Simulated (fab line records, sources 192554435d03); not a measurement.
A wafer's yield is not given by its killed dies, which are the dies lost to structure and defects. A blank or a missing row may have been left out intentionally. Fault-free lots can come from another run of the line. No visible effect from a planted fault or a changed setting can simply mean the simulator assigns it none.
fab line records / flow n5_finfet
[record] lots = 14 wafers = 34 last_day = 17
route steps=1938 shown BEOL_M8@1334 PASSIVATION@1936
lots that met no fault: from a run of the same line without faults
start_h: start of the lot's first displayed wafer, in hours after the record's first day / wait_h: hours elapsed since this lot's preceding step / " identical to the entry in the row above / L1.1+2: a single row standing in for several wafers / - either no value or no given start / * or withheld: withheld / < > ~ a bound
route shown NAME@n: NAME is a module with steps in the file, n the number in the route of the first one / usual: mean and standard deviation over wafers with no fault / same: alike in all rows / chamber/n: place in a boat / sites: readings site by site / _std_site: how widely they spread, as a standard deviation / _edge_site: mean of outer sites minus mean of inner sites / radius_mm: how far each site lies from the wafer's centre / mask NAME#n: copy n / behind: the last tool/chamber to shape the wafer / hold: what put the lot on hold/how long, in hours/how the hold closed / device: names the non-switching transistor (n, p or np) / end of line: tests run on the same wafers once the route is complete / a step without rows: its recipe alone / killed: not the wafer's yield, but the dies lost to structure and defects at the first sort / map: per-die view of a wafer (x killed, . not killed, _ where there is no die)
set.NAME: the run value of the setting; set.NAME@STEP: its run value at that earlier step / model.NAME: the simulator's own value behind a step, which no gauge read
the route's steps for a sample of lots (tables are steps, rows are wafers)
services: when a tool's chamber went out of use (start_h, in hours from the record's first day, below 0 if earlier), for how many hours, and the reason
[[steps]]
[step N5_BEOL_M8_THK_MEAS_01]
[recipe] reads = SiCOH_lowk_of_BEOL_M8_ILD_DEP_00
[usual] M8_ILD_THK = 155.9/2.4
lot.wafer=L445.4 tool=film_metro-02 chamber=- start_h=201.61 wait_h=0.2 M8_ILD_THK[nm]=156.6
lot.wafer=L445.5 tool=film_metro-02 chamber=- start_h=201.61 wait_h=0.2 M8_ILD_THK[nm]=156.1
lot.wafer=L445.6 tool=film_metro-02 chamber=- start_h=201.61 wait_h=0.2 M8_ILD_THK[nm]=155.4
lot.wafer=L448.2 tool=film_metro-01 chamber=- start_h=213.66 wait_h=0.4 M8_ILD_THK[nm]=156.4
lot.wafer=L448.3 tool=film_metro-01 chamber=- start_h=213.66 wait_h=0.4 M8_ILD_THK[nm]=154.8
lot.wafer=L447.3 tool=film_metro-02 chamber=- start_h=222.20 wait_h=0.3 M8_ILD_THK[nm]=154.3
lot.wafer=L447.6 tool=film_metro-02 chamber=- start_h=222.20 wait_h=0.3 M8_ILD_THK[nm]=157.6
lot.wafer=L449.1 tool=film_metro-02 chamber=- start_h=222.38 wait_h=0.4 M8_ILD_THK[nm]=153.1
lot.wafer=L449.2 tool=film_metro-02 chamber=- start_h=222.38 wait_h=0.4 M8_ILD_THK[nm]=153.7
lot.wafer=L451.1 tool=film_metro-01 chamber=- start_h=228.78 wait_h=0.4 M8_ILD_THK[nm]=156.1
lot.wafer=L451.6 tool=film_metro-01 chamber=- start_h=228.78 wait_h=0.4 M8_ILD_THK[nm]=159.2
lot.wafer=L452.1 tool=film_metro-02 chamber=- start_h=248.61 wait_h=0.4 M8_ILD_THK[nm]=155.8
lot.wafer=L452.3 tool=film_metro-02 chamber=- start_h=248.61 wait_h=0.4 M8_ILD_THK[nm]=158.0
lot.wafer=L453.4 tool=film_metro-02 chamber=- start_h=249.69 wait_h=0.2 M8_ILD_THK[nm]=154.9
lot.wafer=L453.5 tool=film_metro-02 chamber=- start_h=249.69 wait_h=0.2 M8_ILD_THK[nm]=158.1
lot.wafer=L455.2 tool=film_metro-02 chamber=- start_h=258.27 wait_h=0.4 M8_ILD_THK[nm]=156.0
lot.wafer=L455.5 tool=film_metro-02 chamber=- start_h=258.27 wait_h=0.4 M8_ILD_THK[nm]=156.9
lot.wafer=L456.2 tool=film_metro-01 chamber=- start_h=259.25 wait_h=0.4 M8_ILD_THK[nm]=155.4
lot.wafer=L456.3 tool=film_metro-01 chamber=- start_h=259.25 wait_h=0.4 M8_ILD_THK[nm]=152.3
lot.wafer=L456.6 tool=film_metro-01 chamber=- start_h=259.25 wait_h=0.4 M8_ILD_THK[nm]=156.7
lot.wafer=L457.5 tool=film_metro-01 chamber=- start_h=273.25 wait_h=0.1 M8_ILD_THK[nm]=158.5
lot.wafer=L457.6 tool=film_metro-01 chamber=- start_h=273.25 wait_h=0.1 M8_ILD_THK[nm]=157.1
lot.wafer=L463.2 tool=film_metro-02 chamber=- start_h=303.85 wait_h=0.7 M8_ILD_THK[nm]=155.1
lot.wafer=L463.3 tool=film_metro-02 chamber=- start_h=303.85 wait_h=0.7 M8_ILD_THK[nm]=159.2
lot.wafer=L463.4 tool=film_metro-02 chamber=- start_h=303.85 wait_h=0.7 M8_ILD_THK[nm]=158.8
lot.wafer=L462.1 tool=film_metro-02 chamber=- start_h=310.35 wait_h=0.4 M8_ILD_THK[nm]=152.8
lot.wafer=L462.2 tool=film_metro-02 chamber=- start_h=310.35 wait_h=0.4 M8_ILD_THK[nm]=154.1
lot.wafer=L462.4 tool=film_metro-02 chamber=- start_h=310.35 wait_h=0.4 M8_ILD_THK[nm]=157.3
lot.wafer=L466.4 tool=film_metro-02 chamber=- start_h=327.86 wait_h=0.2 M8_ILD_THK[nm]=156.7
lot.wafer=L466.5 tool=film_metro-02 chamber=- start_h=327.86 wait_h=0.2 M8_ILD_THK[nm]=155.1
lot.wafer=L466.6 tool=film_metro-02 chamber=- start_h=327.86 wait_h=0.2 M8_ILD_THK[nm]=157.0
lot.wafer=L467.2 tool=film_metro-01 chamber=- start_h=339.88 wait_h=0.4 M8_ILD_THK[nm]=149.6
lot.wafer=L467.4 tool=film_metro-01 chamber=- start_h=339.88 wait_h=0.4 M8_ILD_THK[nm]=153.2
lot.wafer=L467.6 tool=film_metro-01 chamber=- start_h=339.88 wait_h=0.4 M8_ILD_THK[nm]=152.4
[step N5_BEOL_M8_CD_MEAS_18]
[recipe] pitch_nm = 80 target_cd_nm = 40
[usual] cd_nm = 40.3/0.69
lot.wafer=L445.4 tool=cd_sem-02 chamber=- start_h=203.17 wait_h=0.1 cd_nm=40.0
lot.wafer=L445.5 tool=cd_sem-02 chamber=- start_h=203.17 wait_h=0.1 cd_nm=41.4
lot.wafer=L445.6 tool=cd_sem-02 chamber=- start_h=203.17 wait_h=0.1 cd_nm=39.2
lot.wafer=L448.2 tool=cd_sem-03 chamber=- start_h=215.70 wait_h=0.1 cd_nm=39.3
lot.wafer=L448.3 tool=cd_sem-03 chamber=- start_h=215.70 wait_h=0.1 cd_nm=39.5
lot.wafer=L447.3 tool=cd_sem-01 chamber=- start_h=224.62 wait_h=0.1 cd_nm=40.4
lot.wafer=L447.6 tool=cd_sem-01 chamber=- start_h=224.62 wait_h=0.1 cd_nm=40.1
lot.wafer=L449.1 tool=cd_sem-01 chamber=- start_h=225.08 wait_h=0.0 cd_nm=39.2
lot.wafer=L449.2 tool=cd_sem-01 chamber=- start_h=225.08 wait_h=0.0 cd_nm=40.1
lot.wafer=L451.1 tool=cd_sem-01 chamber=- start_h=232.29 wait_h=0.0 cd_nm=39.3
lot.wafer=L451.6 tool=cd_sem-01 chamber=- start_h=232.29 wait_h=0.0 cd_nm=38.1
lot.wafer=L452.1 tool=cd_sem-01 chamber=- start_h=251.14 wait_h=0.0 cd_nm=40.7
lot.wafer=L452.3 tool=cd_sem-01 chamber=- start_h=251.14 wait_h=0.0 cd_nm=40.8
lot.wafer=L453.4 tool=cd_sem-02 chamber=- start_h=251.51 wait_h=0.1 cd_nm=40.7
lot.wafer=L453.5 tool=cd_sem-02 chamber=- start_h=251.51 wait_h=0.1 cd_nm=40.1
lot.wafer=L455.2 tool=cd_sem-02 chamber=- start_h=260.53 wait_h=0.1 cd_nm=41.3
lot.wafer=L455.5 tool=cd_sem-02 chamber=- start_h=260.53 wait_h=0.1 cd_nm=40.4
lot.wafer=L456.2 tool=cd_sem-02 chamber=- start_h=260.96 wait_h=0.1 cd_nm=40.3
lot.wafer=L456.3 tool=cd_sem-02 chamber=- start_h=260.96 wait_h=0.1 cd_nm=41.3
lot.wafer=L456.6 tool=cd_sem-02 chamber=- start_h=260.96 wait_h=0.1 cd_nm=40.7
lot.wafer=L457.5 tool=cd_sem-03 chamber=- start_h=276.51 wait_h=0.0 cd_nm=40.3
lot.wafer=L457.6 tool=cd_sem-03 chamber=- start_h=276.51 wait_h=0.0 cd_nm=39.8
lot.wafer=L463.2 tool=cd_sem-01 chamber=- start_h=307.00 wait_h=0.1 cd_nm=39.8
lot.wafer=L463.3 tool=cd_sem-01 chamber=- start_h=307.00 wait_h=0.1 cd_nm=40.5
lot.wafer=L463.4 tool=cd_sem-01 chamber=- start_h=307.00 wait_h=0.1 cd_nm=40.4
lot.wafer=L462.1 tool=cd_sem-03 chamber=- start_h=311.67 wait_h=0.0 cd_nm=39.7
lot.wafer=L462.2 tool=cd_sem-03 chamber=- start_h=311.67 wait_h=0.0 cd_nm=39.7
lot.wafer=L462.4 tool=cd_sem-03 chamber=- start_h=311.67 wait_h=0.0 cd_nm=40.3
lot.wafer=L466.4 tool=cd_sem-03 chamber=- start_h=330.99 wait_h=0.1 cd_nm=40.4
lot.wafer=L466.5 tool=cd_sem-03 chamber=- start_h=330.99 wait_h=0.1 cd_nm=41.4
lot.wafer=L466.6 tool=cd_sem-03 chamber=- start_h=330.99 wait_h=0.1 cd_nm=40.4
lot.wafer=L467.2 tool=cd_sem-02 chamber=- start_h=342.50 wait_h=0.1 cd_nm=40.4
lot.wafer=L467.4 tool=cd_sem-02 chamber=- start_h=342.50 wait_h=0.1 cd_nm=40.0
lot.wafer=L467.6 tool=cd_sem-02 chamber=- start_h=342.50 wait_h=0.1 cd_nm=40.4
[step N5_BEOL_M8_EXPOSE_25]
[recipe] mask_id = V7 na = 0.33 source_shape = annular sigma_inner = 0.4 sigma_outer = 0.8 polarization = unpolarized target_cd_nm = 40 dose_mj = 42.5
lot.wafer=L445.4+5+6 tool=euv_scanner-02 chamber=0 start_h=204.95 wait_h=- mask=V7#0
lot.wafer=L448.2+3 tool=euv_scanner-02 chamber=0 start_h=216.85 wait_h=- mask=V7#0
lot.wafer=L447.3+6 tool=euv_scanner-02 chamber=0 start_h=226.40 wait_h=- mask=V7#0
lot.wafer=L449.1+2 tool=euv_scanner-02 chamber=0 start_h=227.11 wait_h=- mask=V7#0
lot.wafer=L451.1+6 tool=euv_scanner-02 chamber=0 start_h=233.93 wait_h=- mask=V7#0
lot.wafer=L452.1+3 tool=euv_scanner-01 chamber=0 start_h=251.49 wait_h=- mask=V7#0
lot.wafer=L453.4+5 tool=euv_scanner-01 chamber=0 start_h=254.50 wait_h=- mask=V7#0
lot.wafer=L456.2+3+6 tool=euv_scanner-01 chamber=0 start_h=261.63 wait_h=- mask=V7#0
lot.wafer=L455.2+5 tool=euv_scanner-01 chamber=0 start_h=261.72 wait_h=- mask=V7#0
lot.wafer=L457.5+6 tool=euv_scanner-01 chamber=0 start_h=277.76 wait_h=- mask=V7#0
lot.wafer=L463.2+3+4 tool=euv_scanner-02 chamber=0 start_h=307.18 wait_h=- mask=V7#0
lot.wafer=L462.1+2+4 tool=euv_scanner-02 chamber=0 start_h=312.71 wait_h=- mask=V7#0
lot.wafer=L466.4+5+6 tool=euv_scanner-01 chamber=0 start_h=333.06 wait_h=- mask=V7#0
lot.wafer=L467.2+4+6 tool=euv_scanner-01 chamber=0 start_h=343.15 wait_h=- mask=V7#0
[step N5_BEOL_M8_CD_MEAS_28]
[recipe] target_cd_nm = 40 landing_energy_ev = 500 detector = se_inlens
[usual] cd_nm = 40.02/0.25
lot.wafer=L445.4 tool=cd_sem-02 chamber=0 start_h=205.07 wait_h=- cd_nm=40.19
lot.wafer=L445.5 tool=cd_sem-02 chamber=0 start_h=205.07 wait_h=- cd_nm=40.38
lot.wafer=L445.6 tool=cd_sem-02 chamber=0 start_h=205.07 wait_h=- cd_nm=40.07
lot.wafer=L448.2 tool=cd_sem-02 chamber=0 start_h=216.98 wait_h=- cd_nm=39.90
lot.wafer=L448.3 tool=cd_sem-02 chamber=0 start_h=216.98 wait_h=- cd_nm=39.96
lot.wafer=L447.3 tool=cd_sem-03 chamber=0 start_h=226.52 wait_h=- cd_nm=40.15
lot.wafer=L447.6 tool=cd_sem-03 chamber=0 start_h=226.52 wait_h=- cd_nm=40.09
lot.wafer=L449.1 tool=cd_sem-02 chamber=0 start_h=227.24 wait_h=- cd_nm=40.09
lot.wafer=L449.2 tool=cd_sem-02 chamber=0 start_h=227.24 wait_h=- cd_nm=40.08
lot.wafer=L451.1 tool=cd_sem-02 chamber=0 start_h=234.06 wait_h=- cd_nm=40.39
lot.wafer=L451.6 tool=cd_sem-02 chamber=0 start_h=234.06 wait_h=- cd_nm=39.75
lot.wafer=L452.1 tool=cd_sem-01 chamber=0 start_h=251.62 wait_h=- cd_nm=39.64
lot.wafer=L452.3 tool=cd_sem-01 chamber=0 start_h=251.62 wait_h=- cd_nm=40.09
lot.wafer=L453.4 tool=cd_sem-03 chamber=0 start_h=254.62 wait_h=- cd_nm=40.08
lot.wafer=L453.5 tool=cd_sem-03 chamber=0 start_h=254.62 wait_h=- cd_nm=39.97
lot.wafer=L456.2 tool=cd_sem-02 chamber=0 start_h=261.75 wait_h=- cd_nm=39.63
lot.wafer=L456.3 tool=cd_sem-02 chamber=0 start_h=261.75 wait_h=- cd_nm=39.91
lot.wafer=L456.6 tool=cd_sem-02 chamber=0 start_h=261.75 wait_h=- cd_nm=39.89
lot.wafer=L455.2 tool=cd_sem-02 chamber=0 start_h=261.84 wait_h=- cd_nm=39.78
lot.wafer=L455.5 tool=cd_sem-02 chamber=0 start_h=261.84 wait_h=- cd_nm=40.49
lot.wafer=L457.5 tool=cd_sem-01 chamber=0 start_h=277.87 wait_h=- cd_nm=40.17
lot.wafer=L457.6 tool=cd_sem-01 chamber=0 start_h=277.87 wait_h=- cd_nm=40.04
lot.wafer=L463.2 tool=cd_sem-01 chamber=0 start_h=307.31 wait_h=- cd_nm=39.61
lot.wafer=L463.3 tool=cd_sem-01 chamber=0 start_h=307.31 wait_h=- cd_nm=39.82
lot.wafer=L463.4 tool=cd_sem-01 chamber=0 start_h=307.31 wait_h=- cd_nm=40.22
lot.wafer=L462.1 tool=cd_sem-01 chamber=0 start_h=312.85 wait_h=- cd_nm=40.22
lot.wafer=L462.2 tool=cd_sem-01 chamber=0 start_h=312.85 wait_h=- cd_nm=40.15
lot.wafer=L462.4 tool=cd_sem-01 chamber=0 start_h=312.85 wait_h=- cd_nm=39.85
lot.wafer=L466.4 tool=cd_sem-03 chamber=0 start_h=333.17 wait_h=- cd_nm=40.31
lot.wafer=L466.5 tool=cd_sem-03 chamber=0 start_h=333.17 wait_h=- cd_nm=40.18
lot.wafer=L466.6 tool=cd_sem-03 chamber=0 start_h=333.17 wait_h=- cd_nm=40.15
lot.wafer=L467.2 tool=cd_sem-01 chamber=0 start_h=343.27 wait_h=- cd_nm=40.52
lot.wafer=L467.4 tool=cd_sem-01 chamber=0 start_h=343.27 wait_h=- cd_nm=40.05
lot.wafer=L467.6 tool=cd_sem-01 chamber=0 start_h=343.27 wait_h=- cd_nm=40.36
[step N5_BEOL_M8_OVL_MEAS_29]
[recipe] points_per_wafer = 522
[usual] V7_OVL = -0.2/0.7
lot.wafer=L445.4 tool=overlay-01 chamber=0 start_h=205.11 wait_h=0.0 V7_OVL[nm]=-0.2
lot.wafer=L445.5 tool=overlay-01 chamber=0 start_h=205.11 wait_h=0.0 V7_OVL[nm]=-0.2
lot.wafer=L445.6 tool=overlay-01 chamber=0 start_h=205.11 wait_h=0.0 V7_OVL[nm]=-1.3
lot.wafer=L448.2 tool=overlay-01 chamber=0 start_h=217.01 wait_h=0.0 V7_OVL[nm]=-0.7
lot.wafer=L448.3 tool=overlay-01 chamber=0 start_h=217.01 wait_h=0.0 V7_OVL[nm]=-1.5
lot.wafer=L447.3 tool=overlay-02 chamber=0 start_h=226.56 wait_h=0.0 V7_OVL[nm]=0.7
lot.wafer=L447.6 tool=overlay-02 chamber=0 start_h=226.56 wait_h=0.0 V7_OVL[nm]=-0.7
lot.wafer=L449.1 tool=overlay-01 chamber=0 start_h=227.27 wait_h=0.0 V7_OVL[nm]=-0.2
lot.wafer=L449.2 tool=overlay-01 chamber=0 start_h=227.27 wait_h=0.0 V7_OVL[nm]=-0.9
lot.wafer=L451.1 tool=overlay-01 chamber=0 start_h=234.09 wait_h=0.0 V7_OVL[nm]=-0.3
lot.wafer=L451.6 tool=overlay-01 chamber=0 start_h=234.09 wait_h=0.0 V7_OVL[nm]=0.6
lot.wafer=L452.1 tool=overlay-01 chamber=0 start_h=251.65 wait_h=0.0 V7_OVL[nm]=-0.9
lot.wafer=L452.3 tool=overlay-01 chamber=0 start_h=251.65 wait_h=0.0 V7_OVL[nm]=0.1
lot.wafer=L453.4 tool=overlay-01 chamber=0 start_h=254.66 wait_h=0.0 V7_OVL[nm]=0.0
lot.wafer=L453.5 tool=overlay-01 chamber=0 start_h=254.66 wait_h=0.0 V7_OVL[nm]=-0.1
lot.wafer=L456.2 tool=overlay-01 chamber=0 start_h=261.79 wait_h=0.0 V7_OVL[nm]=-1.8
lot.wafer=L456.3 tool=overlay-01 chamber=0 start_h=261.79 wait_h=0.0 V7_OVL[nm]=-0.3
lot.wafer=L456.6 tool=overlay-01 chamber=0 start_h=261.79 wait_h=0.0 V7_OVL[nm]=0.2
lot.wafer=L455.2 tool=overlay-02 chamber=0 start_h=261.88 wait_h=0.0 V7_OVL[nm]=-0.5
lot.wafer=L455.5 tool=overlay-02 chamber=0 start_h=261.88 wait_h=0.0 V7_OVL[nm]=-1.4
lot.wafer=L457.5 tool=overlay-01 chamber=0 start_h=277.92 wait_h=0.0 V7_OVL[nm]=-0.9
lot.wafer=L457.6 tool=overlay-01 chamber=0 start_h=277.92 wait_h=0.0 V7_OVL[nm]=-0.1
lot.wafer=L463.2 tool=overlay-02 chamber=0 start_h=307.34 wait_h=0.0 V7_OVL[nm]=5.8
lot.wafer=L463.3 tool=overlay-02 chamber=0 start_h=307.34 wait_h=0.0 V7_OVL[nm]=6.4
lot.wafer=L463.4 tool=overlay-02 chamber=0 start_h=307.34 wait_h=0.0 V7_OVL[nm]=5.8
lot.wafer=L462.1 tool=overlay-02 chamber=0 start_h=312.88 wait_h=0.0 V7_OVL[nm]=7.8
lot.wafer=L462.2 tool=overlay-02 chamber=0 start_h=312.88 wait_h=0.0 V7_OVL[nm]=7.0
lot.wafer=L462.4 tool=overlay-02 chamber=0 start_h=312.88 wait_h=0.0 V7_OVL[nm]=5.9
lot.wafer=L466.4 tool=overlay-01 chamber=0 start_h=333.22 wait_h=0.0 V7_OVL[nm]=-0.6
lot.wafer=L466.5 tool=overlay-01 chamber=0 start_h=333.22 wait_h=0.0 V7_OVL[nm]=-1.2
lot.wafer=L466.6 tool=overlay-01 chamber=0 start_h=333.22 wait_h=0.0 V7_OVL[nm]=0.8
lot.wafer=L467.2 tool=overlay-01 chamber=0 start_h=343.31 wait_h=0.0 V7_OVL[nm]=-0.2
lot.wafer=L467.4 tool=overlay-01 chamber=0 start_h=343.31 wait_h=0.0 V7_OVL[nm]=-0.6
lot.wafer=L467.6 tool=overlay-01 chamber=0 start_h=343.31 wait_h=0.0 V7_OVL[nm]=-0.5
[step N5_PASSIVATION_PROBE_49]
[usual] defect_limited_yield = 91.2/1.4 killed_at_M0_to_M3 = 32/9.3 killed_at_M4_up = 14/4.9 killed_at_contacts = 15/7.5 killed_at_front_end = 40/11 killed_at_other = 4/3.3 killed_dies = 104/17 killed_open = 68/14 killed_short = 33/7.9 sort_bin_5_function = 5.2/0.99 sort_bin_6_memory = 3.2/0.65 sort_bin_8_speed = 0.03/0.19 sort_n_pass = 1076/17 sort_yield_pct = 91.1/1.5
[same] gross_dies = 1180 killed_at_back_side = 0 sort_bin_4_leakage[%] = 0
lot.wafer=L452.1 tool=prober-01 chamber=- start_h=316.52 wait_h=0.0 defect_limited_yield[%]=92.5 killed_at_M0_to_M3=26 killed_at_M4_up=11 killed_at_contacts=3 killed_at_front_end=42 killed_at_other=6 killed_dies=88 killed_open=48 killed_short=37 sort_bin_5_function[%]=4.8 sort_bin_6_memory[%]=2.6 sort_bin_8_speed[%]=0 sort_n_pass=1092 sort_yield_pct[%]=92.5
lot.wafer=L452.3 tool=prober-01 chamber=- start_h=316.62 wait_h=0.1 defect_limited_yield[%]=92.8 killed_at_M0_to_M3=32 killed_at_M4_up=9 killed_at_contacts=17 killed_at_front_end=23 killed_at_other=4 killed_dies=85 killed_open=47 killed_short=36 sort_bin_5_function[%]=3.4 sort_bin_6_memory[%]=3.1 sort_bin_8_speed[%]=0 sort_n_pass=1095 sort_yield_pct[%]=92.8
lot.wafer=L462.1 tool=prober-02 chamber=- start_h=378.42 wait_h=0.0 defect_limited_yield[%]=89.9 killed_at_M0_to_M3=38 killed_at_M4_up=14 killed_at_contacts=19 killed_at_front_end=46 killed_at_other=2 killed_dies=119 killed_open=82 killed_short=36 sort_bin_5_function[%]=6.1 sort_bin_6_memory[%]=3.6 sort_bin_8_speed[%]=0 sort_n_pass=1061 sort_yield_pct[%]=89.9
lot.wafer=L462.2 tool=prober-02 chamber=- start_h=378.47 wait_h=0.1 defect_limited_yield[%]=91.1 killed_at_M0_to_M3=34 killed_at_M4_up=14 killed_at_contacts=12 killed_at_front_end=42 killed_at_other=3 killed_dies=105 killed_open=77 killed_short=28 sort_bin_5_function[%]=5.6 sort_bin_6_memory[%]=3.3 sort_bin_8_speed[%]=0 sort_n_pass=1075 sort_yield_pct[%]=91.1
lot.wafer=L462.4 tool=prober-02 chamber=- start_h=378.57 wait_h=0.2 defect_limited_yield[%]=91.2 killed_at_M0_to_M3=33 killed_at_M4_up=9 killed_at_contacts=12 killed_at_front_end=46 killed_at_other=4 killed_dies=104 killed_open=66 killed_short=36 sort_bin_5_function[%]=5.1 sort_bin_6_memory[%]=3.4 sort_bin_8_speed[%]=0 sort_n_pass=1076 sort_yield_pct[%]=91.2
// killed by level:class
L452.1 STI_FIN_REVEAL:geometric_particle:open=7 DUMMY_GATE:geometric_particle:open=7 BEOL_M0_SAQP:geometric_particle:open=7 FIN_SAQP:geometric_particle:short=6 GATE_CUT:geometric_particle:short=5 BEOL_M0_SAQP:geometric_particle:short=5 FIN_SAQP:geometric_particle:open=4 BEOL_M0:geometric_particle:short=4
L452.3 MOL_CONTACT_COAG:geometric_particle:short=9 MOL_CONTACT_COAG:geometric_particle:open=8 BEOL_M0_SAQP:geometric_particle:short=8 BEOL_M0_SAQP:geometric_particle:open=8 FIN_SAQP:geometric_particle:short=4 STI_FIN_REVEAL:geometric_particle:open=4 GATE_CUT:geometric_particle:short=4 BEOL_M1:geometric_particle:short=4
L462.1 MOL_CONTACT_COAG:geometric_particle:open=14 DUMMY_GATE:geometric_particle:open=10 BEOL_M0_SAQP:geometric_particle:open=9 BEOL_M4:geometric_particle:open=7 BEOL_M3:geometric_particle:open=7 STI_FIN_REVEAL:geometric_particle:open=6 GATE_CUT:geometric_particle:open=6 BEOL_M0_SAQP:geometric_particle:short=6
L462.2 FIN_SAQP:geometric_particle:open=10 MOL_CONTACT_COAG:geometric_particle:open=10 STI_FIN_REVEAL:geometric_particle:open=9 DUMMY_GATE:geometric_particle:open=9 BEOL_M0_SAQP:geometric_particle:short=8 BEOL_M2:geometric_particle:open=8 BEOL_M4:geometric_particle:open=7 BEOL_M0_SAQP:geometric_particle:open=7
L462.4 DUMMY_GATE:geometric_particle:open=9 FIN_SAQP:geometric_particle:open=8 MOL_CONTACT_COAG:geometric_particle:open=8 STI_FIN_REVEAL:geometric_particle:open=7 BEOL_M0_SAQP:geometric_particle:short=7 BEOL_M2:geometric_particle:open=7 BEOL_M0_SAQP:geometric_particle:open=6 BEOL_M1:geometric_particle:open=6
[[services]]
tool=euv_scanner-02 chamber=- start_h=182.37 hours=4.6 kind=pm
tool=euv_scanner-02 chamber=- start_h=213.01 hours=1.0 kind=pm
tool=euv_scanner-01 chamber=- start_h=214.02 hours=4.6 kind=pm
tool=euv_scanner-01 chamber=0 start_h=218.66 hours=- kind=calibration
tool=euv_scanner-02 chamber=- start_h=238.46 hours=22.8 kind=repair
tool=euv_scanner-02 chamber=- start_h=269.16 hours=1.0 kind=pm
tool=euv_scanner-02 chamber=0 start_h=325.00 hours=- kind=calibration
tool=euv_scanner-02 chamber=- start_h=325.31 hours=1.0 kind=pm
tool=euv_scanner-01 chamber=- start_h=336.02 hours=5.8 kind=pm
tool=euv_scanner-01 chamber=- start_h=342.06 hours=1.0 kind=pm
[[key]]
[first_sign] step = N5_BEOL_M8_OVL_MEAS_29 reading = V7_OVL direction = up sigmas = 9.6 usual = -0.2 struck = 6.4
effect none on later readings
met_at N5_BEOL_M8_EXPOSE_25
struck_lots L462,L463
not_acting_at N5_BEOL_M8_THK_MEAS_01,N5_BEOL_M8_CD_MEAS_18,N5_BEOL_M8_CD_MEAS_28
onset_between 233.93 307.18
[fault] kind = scanner_matching_overlay tool = euv_scanner-02 chamber = - onset_h = 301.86 steps = N5_BEOL_M8_EXPOSE_25 offset = 6.4866
